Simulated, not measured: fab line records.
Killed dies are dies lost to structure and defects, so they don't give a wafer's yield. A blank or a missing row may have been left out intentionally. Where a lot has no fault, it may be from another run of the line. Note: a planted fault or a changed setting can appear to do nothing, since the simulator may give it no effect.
fab line records	flow n5Finfet	part 1 of 2: steps 1 to 4 of 6
[record] lots = 24	wafers = 72	lastDay = 19
route steps=1938 shown MOL_CONTACT_COAG@573
lots with no fault: from the same line, run without faults
startH: the number of hours between the record's first day and the start of the first shown wafer of the lot	waitH: hours elapsed since this lot's preceding step	" as in the row above	L1.1+2: one row covering several wafers at once	- either no value or no given start	* or withheld: withheld	< > ~ a bound
route shown NAME@n: names a module that has steps shown in the file, with the first one's number in the route	usual: mean/standard deviation of fault-free wafers	same: alike in all rows	chamber/n: place in a boat	sites: readings site by site	_std_site: how widely they spread, as a standard deviation	_edge_site: inner sites' mean taken away from outer sites' mean	radiusMm: for every site, how far away it sits from the centre of the wafer	mask NAME#n: copy n	behind: the tool/chamber that last shaped the wafer	hold: reason for holding the lot/hours on hold/outcome of the hold	device: transistor that didn't switch, given as n, p or np	end of line: the tests these same wafers got at the end of their route	a step with no rows: only its recipe	killed: not the wafer's yield, but the dies lost to structure and defects at the first sort	map: shows each die of a wafer: x if killed, . if not, _ if none is there
set.NAME: setting as actually run; set.NAME@STEP: the setting as run at that earlier step	model.NAME: the simulator's own value behind a step, which no gauge read
the route's steps for a sample of lots (tables are steps, rows are wafers)
services: when a tool's chamber went out of use (startH, in hours from the record's first day, below 0 if earlier), for how many hours, and the reason
[[steps]]
[step N5_MOL_CONTACT_COAG_CD_MEAS_84]
[recipe] targetCdNm = 25.1	landingEnergyEv = 500	detector = seInlens	polarity = opening
[usual] cdNm = 24.99/0.25
lot.wafer	tool	chamber	startH	waitH	cdNm
L074.2	cdSem-02	0	101.22	-	25.16
L074.3	"	0	"	"	25.20
L074.5	"	0	"	"	24.89
L075.1	cdSem-03	0	107.25	-	25.21
L075.2	"	0	"	"	24.95
L075.6	"	0	"	"	24.81
L076.1	cdSem-02	0	111.57	-	25.14
L076.3	"	0	"	"	24.95
L076.6	"	0	"	"	25.17
L077.1	cdSem-03	0	116.34	-	24.79
L077.4	"	0	"	"	24.45
L077.5	"	0	"	"	24.66
L078.1	cdSem-03	0	122.22	-	25.25
L078.3	"	0	"	"	24.67
L078.5	"	0	"	"	25.37
L079.1	cdSem-01	0	132.22	-	24.82
L079.4	"	0	"	"	24.53
L079.6	"	0	"	"	24.93
L080.2	cdSem-02	0	135.38	-	24.45
L080.5	"	0	"	"	25.08
L080.6	"	0	"	"	24.88
L081.1	cdSem-03	0	140.91	-	25.00
L081.3	"	0	"	"	24.86
L081.6	"	0	"	"	24.84
L082.2	cdSem-03	0	147.11	-	24.55
L082.4	"	0	"	"	25.39
L082.5	"	0	"	"	24.73
L083.1	cdSem-01	0	153.41	-	25.38
L083.4	"	0	"	"	25.52
L083.5	"	0	"	"	24.89
L084.1	cdSem-03	0	159.53	-	24.91
L084.5	"	0	"	"	24.65
L084.6	"	0	"	"	24.63
L085.1	cdSem-02	0	168.28	-	25.35
L085.4	"	0	"	"	25.03
L085.5	"	0	"	"	25.12
L086.1	cdSem-02	0	169.30	-	25.02
L086.2	"	0	"	"	24.88
L086.4	"	0	"	"	25.09
L087.1	cdSem-03	0	175.87	-	25.04
L087.5	"	0	"	"	25.33
L087.6	"	0	"	"	25.14
L088.2	cdSem-03	0	185.63	-	24.80
L088.3	"	0	"	"	25.04
L088.5	"	0	"	"	25.25
L089.1	cdSem-01	0	188.52	-	24.77
L089.3	"	0	"	"	24.88
L089.4	"	0	"	"	25.05
L090.4	cdSem-02	0	195.47	-	24.90
L090.5	"	0	"	"	25.06
L090.6	"	0	"	"	25.26
L091.1	cdSem-02	0	201.35	-	25.20
L091.2	"	0	"	"	24.75
L091.4	"	0	"	"	25.32
L092.4	cdSem-01	0	207.06	-	25.12
L092.5	"	0	"	"	25.15
L092.6	"	0	"	"	24.90
L093.2	cdSem-02	0	213.28	-	24.98
L093.3	"	0	"	"	24.83
L093.5	"	0	"	"	25.20
L094.1	cdSem-01	0	216.31	-	25.18
L094.2	"	0	"	"	25.27
L094.3	"	0	"	"	24.93
L095.1	cdSem-03	0	219.93	-	25.43
L095.3	"	0	"	"	25.53
L095.5	"	0	"	"	25.25
L096.1	cdSem-02	0	237.05	-	25.20
L096.5	"	0	"	"	24.77
L096.6	"	0	"	"	25.01
L097.1	cdSem-02	0	237.96	-	25.00
L097.3	"	0	"	"	24.94
L097.5	"	0	"	"	25.22
[step N5_MOL_CONTACT_COAG_INSPECT_57]
[recipe] mode = adi	inspectInstrument = brightfield
[usual] rawDefectCount = 210/55
lot.wafer	tool	chamber	startH	waitH	rawDefectCount
L074.2	defectInspect-01	-	101.31	0.0	308
L074.3	"	-	"	"	250
L074.5	"	-	"	"	177
L075.1	defectInspect-02	-	107.34	0.1	152
L075.2	"	-	"	"	130
L075.6	"	-	"	"	177
L076.1	defectInspect-02	-	111.66	0.1	204
L076.3	"	-	"	"	113
L076.6	"	-	"	"	299
L077.1	defectInspect-02	-	116.42	0.1	257
L077.4	"	-	"	"	265
L077.5	"	-	"	"	205
L078.1	defectInspect-02	-	122.31	0.1	219
L078.3	"	-	"	"	253
L078.5	"	-	"	"	161
L079.1	defectInspect-01	-	132.31	0.1	168
L079.4	"	-	"	"	175
L079.6	"	-	"	"	194
L080.2	defectInspect-02	-	135.47	0.0	244
L080.5	"	-	"	"	239
L080.6	"	-	"	"	294
L081.1	defectInspect-02	-	141.00	0.1	299
L081.3	"	-	"	"	184
L081.6	"	-	"	"	235
L082.2	defectInspect-02	-	147.19	0.0	184
L082.4	"	-	"	"	249
L082.5	"	-	"	"	187
L083.1	defectInspect-02	-	153.52	0.1	181
L083.4	"	-	"	"	168
L083.5	"	-	"	"	132
L084.1	defectInspect-02	-	159.62	0.1	270
L084.5	"	-	"	"	204
L084.6	"	-	"	"	207
L085.1	defectInspect-02	-	168.37	0.1	223
L085.4	"	-	"	"	174
L085.5	"	-	"	"	212
L086.1	defectInspect-02	-	169.39	0.1	147
L086.2	"	-	"	"	172
L086.4	"	-	"	"	208
L087.1	defectInspect-02	-	175.96	0.1	229
L087.5	"	-	"	"	323
L087.6	"	-	"	"	184
L088.2	defectInspect-01	-	185.71	0.0	235
L088.3	"	-	"	"	150
L088.5	"	-	"	"	177
L089.1	defectInspect-01	-	188.61	0.1	189
L089.3	"	-	"	"	167
L089.4	"	-	"	"	176
L090.4	defectInspect-01	-	195.56	0.0	200
L090.5	"	-	"	"	264
L090.6	"	-	"	"	327
L091.1	defectInspect-02	-	201.43	0.1	147
L091.2	"	-	"	"	171
L091.4	"	-	"	"	174
L092.4	defectInspect-01	-	207.15	0.0	165
L092.5	"	-	"	"	216
L092.6	"	-	"	"	186
L093.2	defectInspect-01	-	213.37	0.0	212
L093.3	"	-	"	"	250
L093.5	"	-	"	"	222
L094.1	defectInspect-01	-	216.40	0.1	168
L094.2	"	-	"	"	193
L094.3	"	-	"	"	149
L095.1	defectInspect-02	-	220.01	0.1	137
L095.3	"	-	"	"	196
L095.5	"	-	"	"	155
L096.1	defectInspect-01	-	237.14	0.1	321
L096.5	"	-	"	"	281
L096.6	"	-	"	"	297
L097.1	defectInspect-01	-	238.05	0.1	196
L097.3	"	-	"	"	206
L097.5	"	-	"	"	241
[step N5_MOL_CONTACT_COAG_DESCUM_88]
[recipe] chemistry = O2	timeS = 7	sourcePowerW = 50	biasPowerW = 20	pressureMtorr = 20	rfFrequencyHz = 2.712e+07	tempC = 40	resist = CAR-EUV	o2FlowSccm = 225
[usual] drypumpMotorCurrentA = 5.5/0.42	oesProductAu = 0.82/0.11	rfVppV = 243.1/1.4	showerheadPlenumPTorr = 2.09/0.078	tempC = 39.99/0.12	throttleValvePct = 20.41/0.22
lot.wafer	tool	chamber	startH	waitH	drypumpMotorCurrentA	oesProductAu	rfHoursCounterH	rfVppV	showerheadPlenumPTorr	tempC	throttleValvePct
L074.2	rieDiel-01	0	101.34	0.0	5.5	0.69	241	242.4	2.06	40.10	20.64
L074.3	"	1	"	"	5.3	0.70	228	243.2	2.16	39.99	20.49
L074.5	"	0	"	"	5.5	0.68	-	243.0	2.06	40.02	20.64
L075.1	rieDiel-01	0	107.38	0.0	5.5	0.68	243	242.8	2.06	39.99	20.64
L075.2	"	2	"	"	6.0	0.70	209	241.3	1.98	40.08	20.45
L075.6	"	0	"	"	5.5	0.68	-	244.7	2.06	39.83	20.62
L076.1	rieDiel-04	3	111.70	0.0	5.8	0.69	246	241.7	1.97	40.10	20.72
L076.3	"	1	"	"	6.5	0.92	24	244.2	2.04	40.16	20.59
L076.6	"	0	"	"	5.1	0.68	-	243.7	2.08	39.75	20.87
L077.1	rieDiel-04	0	116.46	0.0	5.1	0.69	242	242.8	2.08	40.03	20.86
L077.4	"	1	"	"	6.5	0.91	26	242.8	2.04	40.12	20.61
L077.5	"	2	"	"	5.4	0.85	-	244.3	2.11	40.27	20.06
L078.1	rieDiel-04	3	122.34	0.0	5.8	0.69	248	241.5	1.97	39.89	20.74
L078.3	"	2	"	"	5.5	0.85	70	243.0	2.11	39.77	20.05
L078.5	"	2	"	"	5.4	0.85	-	244.0	2.11	39.95	20.07
L079.1	rieDiel-04	1	132.35	0.0	6.5	0.89	31	242.7	2.04	39.98	20.60
L079.4	"	1	"	"	6.5	0.90	-	244.0	2.04	40.00	20.62
L079.6	"	0	"	"	5.1	0.68	-	243.2	2.08	39.90	20.88
L080.2	rieDiel-01	2	135.50	0.0	6.0	0.70	219	242.5	1.97	39.81	20.46
L080.5	"	3	"	"	4.9	0.95	-	244.4	2.14	40.00	20.18
L080.6	"	1	"	"	5.3	0.69	-	244.2	2.15	40.15	20.53
L081.1	rieDiel-01	1	141.03	0.0	5.2	0.70	244	244.2	2.15	39.93	20.51
L081.3	"	2	"	"	6.0	0.69	223	239.8	1.97	40.16	20.46
L081.6	"	3	"	"	4.9	0.95	-	243.1	2.14	40.00	20.20
L082.2	rieDiel-01	3	147.23	0.0	4.9	0.94	19	243.3	2.14	39.71	20.19
L082.4	"	1	"	"	5.2	0.70	248	244.3	2.15	39.95	20.53
L082.5	"	1	"	"	5.2	0.69	-	244.1	2.15	40.13	20.53
L083.1	rieDiel-01	2	153.55	0.0	6.0	0.69	229	241.6	1.97	40.05	20.46
L083.4	"	2	"	"	6.0	0.70	-	241.5	1.97	39.89	20.47
L083.5	"	3	"	"	5.0	0.93	-	242.9	2.14	39.97	20.19
L084.1	rieDiel-04	0	159.65	0.0	5.1	0.68	258	242.6	2.08	40.04	20.89
L084.5	"	0	"	"	5.1	0.68	-	240.4	2.08	39.97	20.89
L084.6	"	3	"	"	5.9	0.99	-	245.4	2.23	40.06	20.39
L085.1	rieDiel-01	2	168.43	0.1	5.9	0.68	236	242.0	1.97	40.14	20.48
L085.4	"	0	"	"	5.5	0.92	-	243.1	2.05	40.06	20.29
L085.5	"	2	"	"	5.9	0.68	-	240.9	1.97	40.14	20.48
L086.1	rieDiel-04	1	169.43	0.0	6.5	0.87	46	242.3	2.04	39.75	20.62
L086.2	"	0	"	"	5.1	0.67	261	241.3	2.08	39.99	20.90
L086.4	"	3	"	"	5.9	0.96	4	245.4	2.23	39.95	20.39
L087.1	rieDiel-01	0	175.99	0.0	5.5	0.90	13	244.1	2.05	39.94	20.29
L087.5	"	2	"	"	5.9	0.68	-	242.0	1.97	39.92	20.48
L087.6	"	3	"	"	4.9	0.92	-	244.5	2.14	40.06	20.21
L088.2	rieDiel-01	2	185.75	0.0	6.0	0.67	243	240.5	1.97	39.92	20.50
L088.3	"	1	"	"	5.2	0.95	4	243.9	2.15	40.08	20.22
L088.5	"	1	"	"	5.2	0.95	-	244.2	2.15	40.01	20.22
L089.1	rieDiel-01	0	188.72	0.1	5.5	0.91	18	243.9	2.05	39.90	20.30
L089.3	"	3	"	"	5.0	0.91	33	243.8	2.14	39.97	20.21
L089.4	"	2	"	"	6.0	0.68	244	241.1	1.96	39.93	20.49
L090.4	rieDiel-03	3	195.59	0.0	5.5	0.80	94	244.4	2.20	40.11	20.22
L090.5	"	2	"	"	5.6	0.75	-	241.8	2.01	40.08	20.51
L090.6	"	3	"	"	5.5	0.79	-	246.2	2.20	39.81	20.22
L091.1	rieDiel-03	3	201.47	0.0	5.5	0.78	96	246.4	2.20	40.07	20.21
L091.2	"	2	"	"	5.6	0.75	129	240.5	2.01	40.23	20.51
L091.4	"	1	"	"	5.3	0.89	42	244.7	2.25	40.10	20.24
L092.4	rieDiel-01	0	207.18	0.0	5.5	0.89	24	242.7	2.05	39.83	20.30
L092.5	"	1	"	"	5.2	0.92	-	244.4	2.14	39.83	20.24
L092.6	"	0	"	"	5.5	0.89	-	241.2	2.05	39.84	20.30
L093.2	rieDiel-04	1	213.40	0.0	6.5	0.85	64	242.2	2.03	39.90	20.65
L093.3	"	2	"	"	5.4	0.81	106	242.7	2.10	40.21	20.13
L093.5	"	2	"	"	5.4	0.81	-	244.3	2.10	40.10	20.12
L094.1	rieDiel-04	1	216.44	0.0	6.5	0.86	64	241.3	2.03	40.17	20.66
L094.2	"	0	"	"	5.1	0.97	0	242.8	2.07	40.16	20.51
L094.3	"	2	"	"	5.4	0.81	107	242.9	2.10	39.92	20.12
L095.1	rieDiel-01	3	220.41	0.4	4.9	0.89	44	241.7	2.13	40.01	20.22
L095.3	"	1	"	"	5.2	0.91	16	242.2	2.14	39.93	20.24
L095.5	"	0	"	"	5.5	0.89	-	242.6	2.05	40.03	20.32
L096.1	rieDiel-03	2	237.17	0.0	5.5	0.74	140	242.5	2.00	40.05	20.52
L096.5	"	1	"	"	5.3	0.86	-	246.3	2.24	39.84	20.25
L096.6	"	0	"	"	5.4	0.75	-	240.6	2.03	40.00	20.60
L097.1	rieDiel-03	2	238.08	0.0	5.6	0.74	140	242.0	2.00	39.95	20.53
L097.3	"	3	"	"	5.5	0.78	106	245.7	2.19	40.20	20.23
L097.5	"	0	"	"	5.3	0.75	-	242.5	2.03	39.98	20.58
[step N5_MOL_CONTACT_COAG_ETCH_90]
[recipe] chemistry = CF4	target = SiARC	targetDepthA = 130	maskMaterial = CAR-EUV	timeS = 21.7	ionEnergyEv = 80	pressureMtorr = 40	sourceW = 545	biasW = 36	Ar_flow_sccm = 100	cf4FlowSccm = 100	ends = cleared
[usual] drypumpMotorCurrentA = 5.5/0.42	etchRfOnTimeS = 21.6/0.46	oesProductAu = 0.70/0.09	rfVppV = 184.0/1.3	showerheadPlenumPTorr = 2.14/0.072	throttleValvePct = 15.60/0.25
lot.wafer	tool	chamber	startH	waitH	drypumpMotorCurrentA	etchRfOnTimeS	oesProductAu	rfHoursCounterH	rfVppV	showerheadPlenumPTorr	throttleValvePct
L074.2	rieDiel-01	0	101.40	0.0	5.5	22.2	0.58	241	184.2	2.12	15.90
L074.3	"	1	"	"	5.2	21.9	0.60	228	183.8	2.21	15.78
L074.5	"	0	"	"	5.5	22.2	0.58	-	182.3	2.12	15.94
L075.1	rieDiel-01	0	107.43	0.0	5.5	22.4	0.57	243	183.2	2.12	15.92
L075.2	"	2	"	"	6.0	21.6	0.61	209	183.9	2.04	15.79
L075.6	"	0	"	"	5.5	22.3	0.59	-	182.8	2.12	15.91
L076.1	rieDiel-04	3	111.75	0.0	5.9	21.4	0.59	246	183.3	2.02	16.00
L076.3	"	1	"	"	6.5	21.2	0.78	24	185.6	2.11	15.77
L076.6	"	0	"	"	5.1	21.8	0.59	-	184.5	2.12	15.98
L077.1	rieDiel-04	0	116.51	0.0	5.1	21.6	0.59	242	182.7	2.12	15.97
L077.4	"	1	"	"	6.5	21.2	0.78	26	183.3	2.11	15.80
L077.5	"	2	"	"	5.4	22.2	0.71	-	182.8	2.17	15.24
L078.1	rieDiel-04	3	122.39	0.0	5.9	21.2	0.60	248	184.0	2.02	16.01
L078.3	"	2	"	"	5.5	22.3	0.71	70	184.5	2.17	15.25
L078.5	"	2	"	"	5.4	22.3	0.71	-	186.0	2.17	15.24
L079.1	rieDiel-04	1	132.40	0.0	6.5	21.3	0.78	31	182.4	2.11	15.79
L079.4	"	1	"	"	6.5	21.4	0.77	-	183.0	2.11	15.80
L079.6	"	0	"	"	5.1	21.7	0.59	-	184.6	2.11	15.96
L080.2	rieDiel-01	2	135.56	0.0	5.9	21.6	0.60	219	181.8	2.04	15.82
L080.5	"	3	"	"	5.0	21.2	0.82	-	186.0	2.19	15.34
L080.6	"	1	"	"	5.2	21.7	0.59	-	184.9	2.20	15.83
L081.1	rieDiel-01	1	141.09	0.0	5.2	21.7	0.60	244	186.1	2.20	15.81
L081.3	"	2	"	"	6.0	21.6	0.60	223	182.7	2.04	15.81
L081.6	"	3	"	"	4.9	21.1	0.82	-	186.7	2.19	15.35
L082.2	rieDiel-01	3	147.28	0.0	4.9	21.2	0.80	19	185.5	2.19	15.35
L082.4	"	1	"	"	5.2	21.8	0.59	248	183.8	2.20	15.80
L082.5	"	1	"	"	5.2	21.9	0.59	-	183.2	2.20	15.84
L083.1	rieDiel-01	2	153.61	0.0	5.9	21.5	0.60	229	182.6	2.03	15.83
L083.4	"	2	"	"	6.0	21.6	0.59	-	182.4	2.03	15.83
L083.5	"	3	"	"	4.9	21.1	0.80	-	186.4	2.19	15.36
L084.1	rieDiel-04	0	159.71	0.0	5.1	21.5	0.58	258	183.8	2.11	15.98
L084.5	"	0	"	"	5.1	21.7	0.58	-	182.7	2.11	15.99
L084.6	"	3	"	"	5.8	21.4	0.84	-	186.4	2.28	15.52
L085.1	rieDiel-01	2	168.48	0.0	5.9	21.5	0.59	236	182.8	2.03	15.83
L085.4	"	0	"	"	5.5	21.4	0.77	-	184.5	2.11	15.45
L085.5	"	2	"	"	6.0	21.7	0.58	-	182.0	2.03	15.85
L086.1	rieDiel-04	1	169.48	0.0	6.5	21.5	0.75	46	184.3	2.11	15.82
L086.2	"	0	"	"	5.1	21.7	0.57	261	183.2	2.11	16.01
L086.4	"	3	"	"	5.9	21.1	0.83	4	187.0	2.27	15.53
L087.1	rieDiel-01	0	176.05	0.0	5.5	21.7	0.77	13	183.1	2.11	15.46
L087.5	"	2	"	"	6.0	21.7	0.59	-	182.7	2.03	15.84
L087.6	"	3	"	"	4.9	21.5	0.78	-	185.1	2.18	15.37
L088.2	rieDiel-01	2	185.80	0.0	6.0	21.6	0.59	243	182.8	2.03	15.86
L088.3	"	1	"	"	5.2	21.1	0.80	4	183.7	2.20	15.36
L088.5	"	1	"	"	5.2	21.2	0.80	-	184.0	2.20	15.35
L089.1	rieDiel-01	0	188.77	0.0	5.5	21.6	0.76	18	183.5	2.11	15.48
L089.3	"	3	"	"	4.9	21.2	0.78	33	183.0	2.18	15.37
L089.4	"	2	"	"	6.0	21.9	0.58	244	183.0	2.03	15.87
L090.4	rieDiel-03	3	195.65	0.0	5.4	22.2	0.66	94	185.2	2.25	15.48
L090.5	"	2	"	"	5.6	21.4	0.65	-	184.0	2.06	15.67
L090.6	"	3	"	"	5.5	22.4	0.66	-	185.2	2.25	15.50
L091.1	rieDiel-03	3	201.52	0.0	5.4	22.4	0.66	96	187.2	2.25	15.50
L091.2	"	2	"	"	5.6	21.3	0.66	129	182.4	2.05	15.67
L091.4	"	1	"	"	5.3	20.8	0.77	42	185.5	2.27	15.19
L092.4	rieDiel-01	0	207.23	0.0	5.5	21.5	0.75	24	183.2	2.11	15.49
L092.5	"	1	"	"	5.3	21.3	0.79	-	184.0	2.19	15.38
L092.6	"	0	"	"	5.5	21.4	0.76	-	184.1	2.11	15.48
L093.2	rieDiel-04	1	213.45	0.0	6.5	21.3	0.72	64	183.5	2.10	15.85
L093.3	"	2	"	"	5.4	22.5	0.68	106	183.8	2.15	15.34
L093.5	"	2	"	"	5.4	22.8	0.67	-	183.2	2.15	15.30
L094.1	rieDiel-04	1	216.49	0.0	6.5	21.1	0.73	64	182.9	2.10	15.88
L094.2	"	0	"	"	5.1	21.0	0.83	0	183.4	2.11	15.50
L094.3	"	2	"	"	5.4	22.3	0.68	107	184.0	2.15	15.32
L095.1	rieDiel-01	3	220.46	0.0	5.0	20.9	0.77	44	185.2	2.18	15.41
L095.3	"	1	"	"	5.2	21.1	0.78	16	183.6	2.19	15.41
L095.5	"	0	"	"	5.5	21.2	0.75	-	182.6	2.11	15.48
L096.1	rieDiel-03	2	237.23	0.0	5.6	21.1	0.64	140	183.4	2.05	15.69
L096.5	"	1	"	"	5.3	20.8	0.75	-	187.1	2.26	15.21
L096.6	"	0	"	"	5.3	22.0	0.64	-	182.3	2.06	15.66
L097.1	rieDiel-03	2	238.14	0.0	5.6	21.3	0.64	140	184.4	2.05	15.68
L097.3	"	3	"	"	5.5	22.3	0.65	107	184.6	2.25	15.51
L097.5	"	0	"	"	5.3	22.1	0.64	-	182.5	2.06	15.66
